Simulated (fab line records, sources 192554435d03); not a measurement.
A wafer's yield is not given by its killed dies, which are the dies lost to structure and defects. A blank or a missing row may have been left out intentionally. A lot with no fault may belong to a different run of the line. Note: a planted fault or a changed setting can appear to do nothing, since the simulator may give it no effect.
Matching of chambers / flow n5Finfet / N5_SD_EPI_N_ETCHBACK_44 on rieDiel-03: 4 sister chambers
The step etches SiNx in CH3F/O2, stops on SiO2, target depth 14.5 nm. 4 wafers are shown with their chamber, then 8 later ones without.

== EACH WAFER AND ITS CHAMBER ==
wafer=L087.5; chamber=1; drypumpMotorCurrentA (A)=6.3
wafer=L090.2; chamber=3; drypumpMotorCurrentA (A)=5.5
wafer=L090.5; chamber=0; drypumpMotorCurrentA (A)=5.8
wafer=L092.1; chamber=2; drypumpMotorCurrentA (A)=5.3

== WAFERS WHOSE CHAMBER IS MISSING ==
wafer=L092.4; drypumpMotorCurrentA (A)=5.8
wafer=L092.6; drypumpMotorCurrentA (A)=5.4
wafer=L094.2; drypumpMotorCurrentA (A)=6.3
wafer=L094.3; drypumpMotorCurrentA (A)=5.5
wafer=L094.5; drypumpMotorCurrentA (A)=5.5
wafer=L095.4; drypumpMotorCurrentA (A)=5.4
wafer=L095.5; drypumpMotorCurrentA (A)=5.3
wafer=L095.6; drypumpMotorCurrentA (A)=5.5

== WHICH CHAMBER EACH ONE RAN IN ==
wafer=L092.4; from the rows above=0; in truth=0
wafer=L092.6; from the rows above=can't be placed: 3 or 2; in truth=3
wafer=L094.2; from the rows above=1; in truth=1
wafer=L094.3; from the rows above=3; in truth=3
wafer=L094.5; from the rows above=3; in truth=3
wafer=L095.4; from the rows above=can't be placed: 3 or 2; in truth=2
wafer=L095.5; from the rows above=2; in truth=2
wafer=L095.6; from the rows above=3; in truth=3
Placed correctly: 6 of 8. Not placeable from these rows: 2 (in 2, the candidates include the true chamber). Wrongly placed: 0.
How it was worked out, from the rows above alone: a wafer's distance from a chamber is the root of the sum, over the readings, of the square of ((its reading less the chamber's mean) divided by the reading's scatter). The wafer belongs to the nearest chamber; if the next one is less than 2 further off, it can't be placed. The mean given for a chamber averages the wafers shown for that chamber. The scatter: with one shown wafer a chamber, the root of the mean of the squares of how far each hidden wafer lies from its nearest shown one.
